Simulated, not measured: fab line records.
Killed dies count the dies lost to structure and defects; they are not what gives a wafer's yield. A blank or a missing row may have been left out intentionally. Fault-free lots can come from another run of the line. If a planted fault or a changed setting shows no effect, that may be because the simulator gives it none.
fab line records	flow nandHarc
[record] lots = 13	wafers = 39	lastDay = 25
route steps=1159 shown P_BONDPAD@385 A_ONON_D1@426 END@1159
lots with no fault: from the same line, run without faults
startH: start of the lot's first displayed wafer, in hours after the record's first day	waitH: hours elapsed since this lot's preceding step	" identical to the entry in the row above	L1.1+2: several wafers, shown together as one row	- value missing, or start not given	* or withheld: withheld	< > ~ a bound
route shown NAME@n: a module of which the file shows steps, and the number in the route of the first	usual: mean/standard deviation taken from wafers without a fault	same: alike in all rows	chamber/n: place in a boat	sites: each site's reading	_std_site: standard deviation across them	_edge_site: mean of outer sites minus mean of inner sites	radiusMm: for every site, how far away it sits from the centre of the wafer	mask NAME#n: copy n	behind: tool/chamber where the wafer was last shaped	hold: why the lot went on hold/how many hours it stayed there/how the hold came to an end	device: whichever transistor did not switch (one of n, p or np)	end of line: tests run on the same wafers once the route is complete	for a step that has no rows: nothing shown but its recipe	killed: dies lost to structure and defects at the first sort, not the wafer's yield	map: a wafer's dies, x killed, . not, _ none there
set.NAME: the setting that was run; set.NAME@STEP: the one run at that earlier step	model.NAME: the simulator's own value behind a step, which no gauge read
the route's steps for a sample of lots (tables are steps, rows are wafers)
services: the hour from which a tool's chamber was out of use, counted from the record's first day as startH (under 0 if before that day), plus the number of hours and why
[[steps]]
[step NHARC_P_BONDPAD_INSPECT_23]
[usual] rawDefectCount = 378/140
lot.wafer	tool	chamber	startH	waitH	rawDefectCount
L164.2	defectInspect-02	-	141.42	0.0	216
L164.3	"	-	"	"	220
L164.5	"	-	"	"	246
L165.2	defectInspect-02	-	142.37	0.0	274
L165.5	"	-	"	"	573
L165.6	"	-	"	"	404
L168.1	defectInspect-01	-	165.85	0.0	386
L168.4	"	-	"	"	475
L168.6	"	-	"	"	243
L171.2	defectInspect-02	-	186.85	0.0	674
L171.3	"	-	"	"	479
L171.4	"	-	"	"	523
L177.1	defectInspect-02	-	211.24	0.0	270
L177.2	"	-	"	"	353
L177.4	"	-	"	"	419
L179.1	defectInspect-02	-	230.13	0.1	241
L179.4	"	-	"	"	259
L179.6	"	-	"	"	233
L178.2	defectInspect-02	-	230.75	0.0	305
L178.4	"	-	"	"	266
L178.5	"	-	"	"	206
L181.1	defectInspect-01	-	238.54	0.0	270
L181.3	"	-	"	"	340
L181.4	"	-	"	"	466
L182.1	defectInspect-01	-	239.14	0.0	467
L182.4	"	-	"	"	347
L182.5	"	-	"	"	387
L183.2	defectInspect-02	-	251.75	0.0	348
L183.4	"	-	"	"	386
L183.6	"	-	"	"	353
L184.2	defectInspect-01	-	253.41	0.0	309
L184.5	"	-	"	"	445
L184.6	"	-	"	"	405
L186.1	defectInspect-01	-	261.11	0.0	250
L186.2	"	-	"	"	335
L186.5	"	-	"	"	372
L185.1	defectInspect-01	-	261.62	0.0	520
L185.5	"	-	"	"	577
L185.6	"	-	"	"	239
[step NHARC_A_ONON_D1_DEP_03]
[recipe] targetThkA = 10000	n2FlowSccm = 2750	n2oFlowSccm = 2000	nh3FlowSccm = 500	sih4FlowSccm = 210	tempC = 400
[usual] nh3FlowSccm = 500.0/1.5	sih4FlowSccm = 210.0/0.63	susceptorTempC = 400.06/0.24
lot.wafer	tool	chamber	startH	waitH	nh3FlowSccm	sih4FlowSccm	susceptorTempC
L164.2	pecvdOnon-02	0	165.68	0.2	500.3	210.2	399.84
L164.3	"	0	"	"	499.3	210.3	400.20
L164.5	"	0	"	"	501.4	210.8	400.07
L165.2	pecvdOnon-01	0	165.89	0.1	499.3	209.8	399.91
L165.5	"	0	"	"	497.2	210.9	400.21
L165.6	"	0	"	"	499.0	210.1	399.96
L168.1	pecvdOnon-01	0	189.34	0.1	501.0	209.4	400.44
L168.4	"	0	"	"	500.2	209.1	400.21
L168.6	"	0	"	"	501.7	209.3	400.17
L171.2	pecvdOnon-01	0	208.88	0.1	499.0	210.0	400.06
L171.3	"	0	"	"	498.8	210.7	400.34
L171.4	"	0	"	"	499.7	210.5	399.94
L177.1	pecvdOnon-02	0	233.04	0.1	498.7	210.6	400.24
L177.2	"	0	"	"	498.2	211.0	400.28
L177.4	"	0	"	"	499.0	210.5	400.04
L179.1	pecvdOnon-02	0	254.39	0.1	500.4	209.9	400.44
L179.4	"	0	"	"	500.6	210.5	400.38
L179.6	"	0	"	"	497.6	210.6	400.25
L178.2	pecvdOnon-03	0	254.44	0.1	500.6	209.3	399.79
L178.4	"	0	"	"	500.6	209.7	399.86
L178.5	"	0	"	"	502.2	207.9	400.05
L182.1	pecvdOnon-02	0	261.44	0.1	497.2	209.1	400.56
L182.4	"	0	"	"	499.5	209.3	400.28
L182.5	"	0	"	"	499.8	209.5	400.38
L181.1	pecvdOnon-03	0	261.46	0.1	498.5	210.7	400.05
L181.3	"	0	"	"	498.6	209.1	399.69
L181.4	"	0	"	"	497.3	210.5	399.73
L184.2	pecvdOnon-03	0	275.59	0.1	499.5	209.2	400.07
L184.5	"	0	"	"	499.5	209.3	399.71
L184.6	"	0	"	"	497.6	210.1	399.73
L183.2	pecvdOnon-01	0	275.60	0.1	501.2	209.7	400.07
L183.4	"	0	"	"	500.9	209.4	400.31
L183.6	"	0	"	"	503.0	210.0	400.18
L186.1	pecvdOnon-03	0	285.46	0.1	499.8	209.5	399.88
L186.2	"	0	"	"	500.7	209.8	399.88
L186.5	"	0	"	"	499.6	210.9	400.06
L185.1	pecvdOnon-02	0	285.47	0.1	500.3	210.1	400.11
L185.5	"	0	"	"	500.4	209.7	399.93
L185.6	"	0	"	"	500.1	210.7	400.36
[step NHARC_A_ONON_D1_THK_MEAS_05]
[recipe] thkMeasGauge = ellipsometry
[usual] thkNm = 997/10
lot.wafer	tool	chamber	startH	waitH	hold	thkNm
L164.2	filmMetro-02	-	166.13	-	-	1010
L164.3	"	-	"	"	-	1010
L164.5	"	-	"	"	-	1011
L165.2	filmMetro-01	-	166.35	-	-	984
L165.5	"	-	"	"	-	985
L165.6	"	-	"	"	-	984
L168.1	filmMetro-01	-	189.84	-	awaitDispo/0.2h/release	1560
L168.4	"	-	"	"	awaitDispo/0.2h/release	1563
L168.6	"	-	"	"	awaitDispo/0.2h/release	1562
L168.1	filmMetro-01	-	190.01	0.2	-	1562
L168.4	"	-	"	"	-	1562
L168.6	"	-	"	"	-	1563
L171.2	filmMetro-02	-	209.34	-	awaitDispo/0.2h/release	1560
L171.3	"	-	"	"	awaitDispo/0.2h/release	1560
L171.4	"	-	"	"	awaitDispo/0.2h/release	1560
L171.2	filmMetro-02	-	209.51	0.2	-	1561
L171.3	"	-	"	"	-	1560
L171.4	"	-	"	"	-	1560
L177.1	filmMetro-02	-	233.55	-	-	994
L177.2	"	-	"	"	-	995
L177.4	"	-	"	"	-	993
L178.2	filmMetro-01	-	254.90	-	-	999
L178.4	"	-	"	"	-	998
L178.5	"	-	"	"	-	1001
L179.1	filmMetro-02	-	254.93	-	-	996
L179.4	"	-	"	"	-	993
L179.6	"	-	"	"	-	997
L182.1	filmMetro-01	-	261.95	-	-	986
L182.4	"	-	"	"	-	987
L182.5	"	-	"	"	-	988
L181.1	filmMetro-01	-	261.97	-	-	1000
L181.3	"	-	"	"	-	1000
L181.4	"	-	"	"	-	999
L184.2	filmMetro-02	-	276.04	-	-	992
L184.5	"	-	"	"	-	993
L184.6	"	-	"	"	-	993
L183.2	filmMetro-01	-	276.05	-	-	994
L183.4	"	-	"	"	-	996
L183.6	"	-	"	"	-	994
L186.1	filmMetro-02	-	285.97	-	-	1010
L186.2	"	-	"	"	-	1009
L186.5	"	-	"	"	-	1007
L185.1	filmMetro-02	-	285.98	-	-	985
L185.5	"	-	"	"	-	985
L185.6	"	-	"	"	-	985
[step NHARC_A_ONON_D1_THK_MEAS_11]
[recipe] thkMeasGauge = ellipsometry
[usual] thkNm = 1000/8
lot.wafer	tool	chamber	startH	waitH	thkNm
L164.2	filmMetro-01	-	167.28	-	1000
L164.3	"	-	"	"	997
L164.5	"	-	"	"	999
L165.2	filmMetro-02	-	167.48	-	1007
L165.5	"	-	"	"	1007
L165.6	"	-	"	"	1008
L177.1	filmMetro-02	-	234.67	-	1001
L177.2	"	-	"	"	1001
L177.4	"	-	"	"	1002
L178.2	filmMetro-02	-	256.07	-	1000
L178.4	"	-	"	"	999
L178.5	"	-	"	"	999
L179.1	filmMetro-01	-	256.08	-	1006
L179.4	"	-	"	"	1008
L179.6	"	-	"	"	1007
L182.1	filmMetro-02	-	263.09	-	1005
L182.4	"	-	"	"	1007
L182.5	"	-	"	"	1003
L181.1	filmMetro-02	-	263.13	-	996
L181.3	"	-	"	"	994
L181.4	"	-	"	"	995
L184.2	filmMetro-02	-	277.17	-	1011
L184.5	"	-	"	"	1011
L184.6	"	-	"	"	1011
L183.2	filmMetro-01	-	277.19	-	998
L183.4	"	-	"	"	1000
L183.6	"	-	"	"	1000
L186.1	filmMetro-02	-	287.11	-	988
L186.2	"	-	"	"	987
L186.5	"	-	"	"	991
L185.1	filmMetro-01	-	287.13	-	997
L185.5	"	-	"	"	998
L185.6	"	-	"	"	997
[step NHARC_A_ONON_D1_THK_MEAS_18]
[recipe] thkMeasGauge = ellipsometry
[usual] thkNm = 1000/9.1
lot.wafer	tool	chamber	startH	waitH	thkNm
L164.2	filmMetro-01	-	174.82	-	996
L164.3	"	-	"	"	996
L164.5	"	-	"	"	994
L165.2	filmMetro-02	-	174.83	-	1006
L165.5	"	-	"	"	1005
L165.6	"	-	"	"	1006
L177.1	filmMetro-01	-	242.32	-	993
L177.2	"	-	"	"	993
L177.4	"	-	"	"	993
L178.2	filmMetro-01	-	264.01	-	994
L178.4	"	-	"	"	996
L178.5	"	-	"	"	996
L179.1	filmMetro-02	-	264.01	-	1011
L179.4	"	-	"	"	1010
L179.6	"	-	"	"	1011
L182.1	filmMetro-01	-	271.74	-	990
L182.4	"	-	"	"	991
L182.5	"	-	"	"	991
L181.1	filmMetro-01	-	271.75	-	995
L181.3	"	-	"	"	998
L181.4	"	-	"	"	996
L184.2	filmMetro-02	-	284.92	-	1016
L184.5	"	-	"	"	1017
L184.6	"	-	"	"	1016
L183.2	filmMetro-01	-	284.93	-	994
L183.4	"	-	"	"	994
L183.6	"	-	"	"	992
L186.1	filmMetro-01	-	294.78	-	998
L186.2	"	-	"	"	998
L186.5	"	-	"	"	995
L185.1	filmMetro-01	-	294.79	-	998
L185.5	"	-	"	"	997
L185.6	"	-	"	"	995
[step NHARC_END_SORT_01]
[recipe] tempC = 25
[usual] defectLimitedYield = 95.2/1.4	killedAtArray = 28/8.9	killedAtOther = 0.8/1.2	killedAtPeriphery = 3.3/2.3	killedDies = 32/9.4	killedOpen = 3.2/1.8	killedShort = 1.9/1.4	sort_bin_2_pct = 1.4/0.56	sort_bin_3_pct = 0.26/0.21	sort_bin_4_pct = 3.1/1	sortNPass = 645/9.4	sortRimYieldPct = 95.7/2.4	sortYieldPct = 95.2/1.4
[same] grossDies = 677	sort_bin_5_pct[%] = 0	sort_bin_6_pct[%] = 0	sort_bin_7_pct[%] = 0	sort_bin_8_pct[%] = 0	sortRimNGross = 106.00
lot.wafer	tool	chamber	startH	waitH	defectLimitedYield[%]	killedAtArray	killedAtOther	killedAtPeriphery	killedDies	killedOpen	killedShort	sort_bin_2_pct[%]	sort_bin_3_pct[%]	sort_bin_4_pct[%]	sortNPass	sortRimYieldPct[%]	sortYieldPct[%]
L164.2	prober-02	0	449.58	2.8	97.9	11	0	3	14	4	3	0.6	0.15	1.3	663	98.1	97.9
L164.3	prober-02	0	450.40	3.1	98.4	10	0	1	11	1	2	0.4	0.15	1.0	666	97.2	98.4
L164.5	prober-02	0	452.04	3.8	97.5	16	0	1	17	1	5	0.7	0.30	1.5	660	94.3	97.5
L165.2	prober-02	0	457.44	2.8	96.5	17	1	6	24	8	5	0.9	0	2.7	653	93.4	96.5
L165.5	prober-02	0	459.83	3.7	97.6	14	0	2	16	3	1	0.6	0.30	1.5	661	98.1	97.6
L165.6	prober-02	0	460.63	4.0	97.6	14	0	2	16	1	1	0.4	0	1.9	661	100.0	97.6
L177.1	prober-01	0	517.53	2.5	94.7	35	0	1	36	4	3	1.8	0.44	3.1	641	95.3	94.7
L177.2	prober-01	0	518.32	2.8	95.6	24	2	4	30	5	2	1.3	0.44	2.7	647	96.2	95.6
L177.4	prober-01	0	519.91	3.4	94.7	33	1	2	36	4	5	1.8	0.30	3.2	641	99.1	94.7
L179.1	prober-01	0	533.03	2.5	92.9	35	4	9	48	5	0	2.2	0	4.9	629	91.5	92.9
L179.4	prober-01	0	535.45	3.4	93.6	32	3	8	43	3	2	1.8	0.44	4.1	634	94.3	93.6
L179.6	prober-01	0	537.07	4.0	94.4	26	5	7	38	1	3	0.9	0.30	4.4	639	90.6	94.4
L178.2	prober-02	0	546.08	2.8	93.4	37	0	8	45	7	2	1.2	0.30	5.2	632	91.5	93.4
L178.4	prober-02	0	547.68	3.4	96.8	21	0	1	22	0	0	0.7	0.15	2.4	655	97.2	96.8
L178.5	prober-02	0	548.48	3.7	93.1	45	0	2	47	3	1	2.4	0.30	4.3	630	93.4	93.1
L182.1	prober-01	0	551.93	2.5	94.8	30	0	5	35	4	2	1.3	0	3.8	642	96.2	94.8
L182.4	prober-01	0	554.33	3.4	96.9	15	1	5	21	3	2	1.0	0	2.1	656	100.0	96.9
L182.5	prober-01	0	555.12	3.7	97.9	14	0	0	14	2	2	0.3	0.15	1.6	663	98.1	97.9
L181.1	prober-01	0	559.67	2.5	94.1	37	1	2	40	4	4	1.0	0.15	4.7	637	93.4	94.1
L181.3	prober-01	0	561.26	3.1	95.1	32	0	1	33	2	1	2.1	0.44	2.4	644	94.3	95.1
L181.4	prober-01	0	562.06	3.4	93.2	43	1	2	46	3	5	1.8	0.30	4.7	631	90.6	93.2
L184.2	prober-02	0	565.58	2.8	93.5	36	0	8	44	2	1	1.9	0.15	4.4	633	91.5	93.5
L184.5	prober-02	0	567.96	3.7	93.5	37	1	6	44	7	4	2.7	0	3.8	633	94.3	93.5
L184.6	prober-02	0	568.76	4.0	94.1	36	0	4	40	1	1	1.6	0.30	4.0	637	100.0	94.1
L186.1	prober-01	0	567.48	2.5	95.7	26	0	3	29	5	0	1.2	0.30	2.8	648	93.4	95.7
L186.2	prober-01	0	568.28	2.8	95.3	30	0	2	32	4	1	1.6	0.59	2.5	645	97.2	95.3
L186.5	prober-01	0	570.66	3.7	95.4	29	0	2	31	1	5	1.3	0.30	3.0	646	98.1	95.4
L183.2	prober-02	0	581.56	2.8	94.5	35	0	2	37	1	3	1.6	0.15	3.7	640	95.3	94.5
L183.4	prober-02	0	583.17	3.4	93.4	43	0	2	45	6	2	3.0	0.15	3.5	632	96.2	93.4
L183.6	prober-02	0	584.77	4.0	94.7	34	0	2	36	2	0	1.5	0.30	3.5	641	91.5	94.7
L185.1	prober-01	0	584.78	2.5	96.2	22	0	4	26	4	3	0.4	0.30	3.1	651	100.0	96.2
L185.5	prober-01	0	588.02	3.7	96.5	19	0	5	24	3	3	0.9	0	2.7	653	97.2	96.5
L185.6	prober-01	0	588.83	4.1	95.6	23	1	6	30	1	2	1.0	0.15	3.2	647	94.3	95.6
// killed by level:class
L164.2 P_CONTACT:geometricParticle:open=2 A_CHANNEL_HOLE_D1:chamberFilmFlake=2 A_SLIT:unspecified=2 P_M0:geometricParticle:short=1 A_WL_FILL:geometricParticle:short=1 A_CONTACT:geometricParticle:open=1 A_BLC:geometricParticle:open=1 A_M0:geometricParticle:short=1
L164.3 A_CHANNEL_HOLE_D1:chamberFilmFlake=3 A_SLIT:chamberFilmFlake=2 A_ONON_D1:geometricParticle:short=1 A_WL_FILL:geometricParticle:short=1 A_CONTACT:geometricParticle:open=1 P_ZERO_WELL:chamberFilmFlake=1 A_STAIRCASE:chamberFilmFlake=1 A_SLIT:unspecified=1
L164.5 A_STAIRCASE:chamberFilmFlake=4 A_WL_FILL:geometricParticle:short=3 A_CHANNEL_FILL_D1:chamberFilmFlake=3 P_CONTACT:geometricParticle:short=1 A_ONON_D1:geometricParticle:open=1 A_SLIT:geometricParticle:short=1 A_CHANNEL_HOLE_D1:chamberFilmFlake=1 A_SLIT:unspecified=1
L165.2 A_STAIRCASE:chamberFilmFlake=3 A_CONTACT:geometricParticle:open=2 A_BLC:geometricParticle:short=2 A_CHANNEL_HOLE_D1:chamberFilmFlake=2 P_CONTACT:geometricParticle:open=1 P_M0:geometricParticle:open=1 P_M0:geometricParticle:short=1 A_CHANNEL_FILL_D1:geometricParticle:short=1
L165.5 A_STAIRCASE:chamberFilmFlake=3 A_CONTACT:chamberFilmFlake=3 P_GATE:chamberFilmFlake=2 A_BONDPAD:chamberFilmFlake=2 A_SOURCE_PLATE:geometricParticle:open=1 A_SGD_CUT:geometricParticle:short=1 A_CONTACT:geometricParticle:open=1 A_BLC:geometricParticle:open=1
L165.6 A_CONTACT:chamberFilmFlake=5 A_BONDPAD:chamberFilmFlake=3 A_CHANNEL_HOLE_D1:chamberFilmFlake=2 A_STAIRCASE:chamberFilmFlake=2 P_CONTACT:geometricParticle:open=1 A_WL_FILL:geometricParticle:short=1 P_GATE:chamberFilmFlake=1 A_SLIT:chamberFilmFlake=1
L177.1 A_CHANNEL_HOLE_D1:chamberFilmFlake=19 A_STAIRCASE:chamberFilmFlake=6 A_CONTACT:chamberFilmFlake=3 A_ONON_D1:geometricParticle:short=2 A_CONTACT:geometricParticle:open=2 A_SOURCE_PLATE:geometricParticle:open=1 A_CHANNEL_FILL_D1:geometricParticle:short=1 A_STAIRCASE:geometricParticle:open=1
L177.2 A_CHANNEL_HOLE_D1:chamberFilmFlake=12 A_STAIRCASE:chamberFilmFlake=3 A_CHANNEL_FILL_D1:geometricParticle:open=2 A_CONTACT:chamberFilmFlake=2 THIN_TSV:chamberFilmFlake=2 P_CONTACT:geometricParticle:short=1 P_CONTACT:geometricParticle:open=1 A_SOURCE_PLATE:geometricParticle:open=1
L177.4 A_CHANNEL_HOLE_D1:chamberFilmFlake=21 A_STAIRCASE:chamberFilmFlake=5 A_ONON_D1:geometricParticle:open=2 A_CHANNEL_FILL_D1:geometricParticle:short=2 P_CONTACT:geometricParticle:short=1 A_CHANNEL_HOLE_D1:geometricParticle:open=1 A_WL_FILL:geometricParticle:short=1 A_WL_FILL:geometricParticle:open=1
L179.1 A_CHANNEL_HOLE_D1:chamberFilmFlake=25 P_GATE:chamberFilmFlake=6 THIN_TSV:chamberFilmFlake=4 A_CONTACT:geometricParticle:open=3 A_CONTACT:chamberFilmFlake=3 P_ZERO_WELL:chamberFilmFlake=2 A_SOURCE_PLATE:geometricParticle:open=1 A_M0:geometricParticle:open=1
L179.4 A_CHANNEL_HOLE_D1:chamberFilmFlake=17 P_GATE:chamberFilmFlake=7 A_STAIRCASE:chamberFilmFlake=7 A_CONTACT:chamberFilmFlake=4 THIN_TSV:chamberFilmFlake=3 P_ZERO_WELL:geometricParticle:open=1 A_CHANNEL_HOLE_D1:geometricParticle:short=1 A_CHANNEL_FILL_D1:geometricParticle:open=1
L179.6 A_CHANNEL_HOLE_D1:chamberFilmFlake=17 P_GATE:chamberFilmFlake=6 THIN_TSV:chamberFilmFlake=5 A_STAIRCASE:chamberFilmFlake=4 A_CONTACT:chamberFilmFlake=2 P_M0:geometricParticle:short=1 A_CONTACT:geometricParticle:short=1 A_CONTACT:geometricParticle:open=1
L178.2 A_SLIT:chamberFilmFlake=16 A_STAIRCASE:chamberFilmFlake=6 A_CONTACT:chamberFilmFlake=6 P_M1:chamberFilmFlake=3 P_CONTACT:geometricParticle:open=2 A_CONTACT:geometricParticle:open=2 P_ZERO_WELL:chamberFilmFlake=2 A_SOURCE_PLATE:geometricParticle:short=1
L178.4 A_SLIT:chamberFilmFlake=11 A_CONTACT:chamberFilmFlake=6 A_CHANNEL_HOLE_D1:chamberFilmFlake=2 P_ZERO_WELL:chamberFilmFlake=1 A_CHANNEL_FILL_D1:chamberFilmFlake=1 A_STAIRCASE:chamberFilmFlake=1
L178.5 A_SLIT:chamberFilmFlake=22 A_CHANNEL_HOLE_D1:chamberFilmFlake=7 A_CONTACT:chamberFilmFlake=6 A_STAIRCASE:chamberFilmFlake=5 A_SOURCE_PLATE:geometricParticle:open=1 A_SOURCE_PLATE:geometricParticle:short=1 A_WL_FILL:geometricParticle:open=1 A_M0:geometricParticle:open=1
L182.1 A_CHANNEL_HOLE_D1:chamberFilmFlake=10 A_CONTACT:chamberFilmFlake=10 A_STAIRCASE:chamberFilmFlake=5 A_WL_FILL:geometricParticle:short=2 P_GATE:chamberFilmFlake=2 P_M1:chamberFilmFlake=2 P_CONTACT:geometricParticle:open=1 A_ONON_D1:geometricParticle:open=1
L182.4 A_CHANNEL_HOLE_D1:chamberFilmFlake=6 A_CONTACT:chamberFilmFlake=4 P_STI:chamberFilmFlake=2 A_STAIRCASE:chamberFilmFlake=2 P_CONTACT:geometricParticle:short=1 P_M0:geometricParticle:open=1 A_SOURCE_PLATE:geometricParticle:open=1 A_CONTACT:geometricParticle:open=1
L182.5 A_CHANNEL_HOLE_D1:chamberFilmFlake=4 A_STAIRCASE:chamberFilmFlake=3 A_CONTACT:chamberFilmFlake=3 A_SOURCE_PLATE:geometricParticle:short=1 A_CHANNEL_FILL_D1:geometricParticle:short=1 A_SGD_CUT:geometricParticle:open=1 A_CONTACT:geometricParticle:open=1
L181.1 A_CHANNEL_HOLE_D1:chamberFilmFlake=8 A_SLIT:chamberFilmFlake=8 A_STAIRCASE:chamberFilmFlake=7 A_CONTACT:chamberFilmFlake=3 A_M0:chamberFilmFlake=3 A_SOURCE_PLATE:geometricParticle:short=2 A_SOURCE_PLATE:geometricParticle:open=1 A_SGD_CUT:geometricParticle:short=1
L181.3 A_SLIT:chamberFilmFlake=19 A_CHANNEL_HOLE_D1:chamberFilmFlake=5 A_STAIRCASE:chamberFilmFlake=3 A_CONTACT:chamberFilmFlake=2 P_CONTACT:geometricParticle:open=1 A_WL_FILL:geometricParticle:open=1 A_M0:geometricParticle:short=1 A_M0:chamberFilmFlake=1
L181.4 A_SLIT:chamberFilmFlake=17 A_CHANNEL_HOLE_D1:chamberFilmFlake=11 A_STAIRCASE:chamberFilmFlake=3 A_CONTACT:chamberFilmFlake=3 A_SOURCE_PLATE:geometricParticle:short=2 A_M0:chamberFilmFlake=2 P_CONTACT:geometricParticle:short=1 A_SOURCE_PLATE:geometricParticle:open=1
L184.2 A_CHANNEL_HOLE_D1:chamberFilmFlake=20 A_STAIRCASE:chamberFilmFlake=9 P_ZERO_WELL:chamberFilmFlake=4 A_CONTACT:chamberFilmFlake=4 A_CONTACT:geometricParticle:open=2 P_GATE:chamberFilmFlake=2 P_ZERO_WELL:geometricParticle:short=1 P_STI:chamberFilmFlake=1
L186.1 A_SLIT:chamberFilmFlake=14 A_CHANNEL_HOLE_D1:chamberFilmFlake=6 A_CONTACT:geometricParticle:open=2 P_GATE:geometricParticle:open=1 A_ONON_D1:geometricParticle:open=1 A_CHANNEL_FILL_D1:geometricParticle:open=1 P_GATE:chamberFilmFlake=1 P_BONDPAD:chamberFilmFlake=1
L184.5 A_CHANNEL_HOLE_D1:chamberFilmFlake=19 A_STAIRCASE:chamberFilmFlake=8 P_CONTACT:geometricParticle:open=2 A_WL_FILL:geometricParticle:short=2 A_CONTACT:geometricParticle:open=2 P_ZERO_WELL:chamberFilmFlake=2 P_STI:geometricParticle:open=1 A_ONON_D1:geometricParticle:short=1
L186.2 A_SLIT:chamberFilmFlake=18 A_CHANNEL_HOLE_D1:chamberFilmFlake=3 A_CONTACT:geometricParticle:open=2 A_CHANNEL_FILL_D1:chamberFilmFlake=2 A_WL_FILL:geometricParticle:open=1 A_BLC:geometricParticle:short=1 A_M0:geometricParticle:open=1 P_GATE:chamberFilmFlake=1
L184.6 A_CHANNEL_HOLE_D1:chamberFilmFlake=24 A_CONTACT:chamberFilmFlake=5 A_STAIRCASE:chamberFilmFlake=3 P_ZERO_WELL:chamberFilmFlake=2 A_WL_FILL:chamberFilmFlake=2 P_CONTACT:geometricParticle:open=1 A_WL_FILL:geometricParticle:short=1 P_M2:chamberFilmFlake=1
L186.5 A_SLIT:chamberFilmFlake=16 A_CHANNEL_HOLE_D1:chamberFilmFlake=4 A_CONTACT:chamberFilmFlake=3 P_STI:geometricParticle:short=1 A_ONON_D1:geometricParticle:short=1 A_ONON_D1:geometricParticle:open=1 A_CHANNEL_FILL_D1:geometricParticle:short=1 A_CONTACT:geometricParticle:short=1
L183.2 A_SLIT:chamberFilmFlake=18 A_CHANNEL_HOLE_D1:chamberFilmFlake=7 A_CONTACT:chamberFilmFlake=5 A_BLC:chamberFilmFlake=2 P_CONTACT:geometricParticle:short=1 A_SGD_CUT:geometricParticle:short=1 A_M0:geometricParticle:open=1 A_M1:geometricParticle:short=1
L183.4 A_SLIT:chamberFilmFlake=16 A_CONTACT:chamberFilmFlake=9 A_BLC:chamberFilmFlake=5 A_CHANNEL_HOLE_D1:chamberFilmFlake=4 A_ONON_D1:geometricParticle:short=2 A_CONTACT:geometricParticle:open=2 A_BLC:geometricParticle:open=2 A_SGD_CUT:geometricParticle:open=1
L183.6 A_SLIT:chamberFilmFlake=15 A_CHANNEL_HOLE_D1:chamberFilmFlake=6 A_CONTACT:chamberFilmFlake=5 A_BLC:chamberFilmFlake=5 A_ONON_D1:geometricParticle:open=2 P_STI:chamberFilmFlake=1 P_GATE:chamberFilmFlake=1 A_STAIRCASE:chamberFilmFlake=1
L185.1 A_CHANNEL_HOLE_D1:chamberFilmFlake=6 A_SGD_CUT:chamberFilmFlake=5 A_CONTACT:chamberFilmFlake=4 A_CONTACT:geometricParticle:open=2 P_STI:chamberFilmFlake=2 P_CONTACT:geometricParticle:open=1 P_M0:geometricParticle:short=1 A_SGD_CUT:geometricParticle:short=1
L185.5 A_CHANNEL_HOLE_D1:chamberFilmFlake=7 P_ZERO_WELL:chamberFilmFlake=3 A_WL_FILL:geometricParticle:short=2 A_M0:geometricParticle:open=2 A_SGD_CUT:chamberFilmFlake=2 A_CONTACT:chamberFilmFlake=2 A_SGD_CUT:geometricParticle:short=1 A_CONTACT:geometricParticle:open=1
L185.6 A_CHANNEL_HOLE_D1:chamberFilmFlake=12 P_STI:chamberFilmFlake=3 A_CONTACT:chamberFilmFlake=3 P_ZERO_WELL:chamberFilmFlake=2 A_SGD_CUT:chamberFilmFlake=2 A_CHANNEL_FILL_D1:geometricParticle:short=1 A_WL_FILL:geometricParticle:open=1 A_M0:geometricParticle:short=1
[[services]]
tool	chamber	startH	hours	kind
pecvdOnon-03	-	153.00	13.0	pm
pecvdOnon-01	-	195.25	13.0	pm
pecvdOnon-02	-	266.50	2.6	repair
[[key]]
[firstSign] step = NHARC_A_ONON_D1_THK_MEAS_05	reading = visit	direction = added
[effect] step = NHARC_A_ONON_D1_THK_MEAS_05	reading = thkNm	direction = up	sigmas = 57	usual = 997	struck = 1561
metAt NHARC_A_ONON_D1_DEP_03
struckLots L168,L171
struckWafers L168.1,L168.4,L168.6,L171.2,L171.3,L171.4
scrappedBehind NHARC_A_ONON_D1_THK_MEAS_05 L168.1,L168.4,L168.6,L171.2,L171.3,L171.4
notActingAt NHARC_P_BONDPAD_INSPECT_23,NHARC_A_ONON_D1_THK_MEAS_11,NHARC_A_ONON_D1_THK_MEAS_18
onsetBetween 165.89 189.34
[fault] kind = processParameterDrift	tool = pecvdOnon-01	chamber = 0	onsetH = 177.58	steps = NHARC_A_ONON_D1_DEP_03	channel = targetThkA	offset = *	shape = step	endH = 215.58	actsIn = *	stated = *
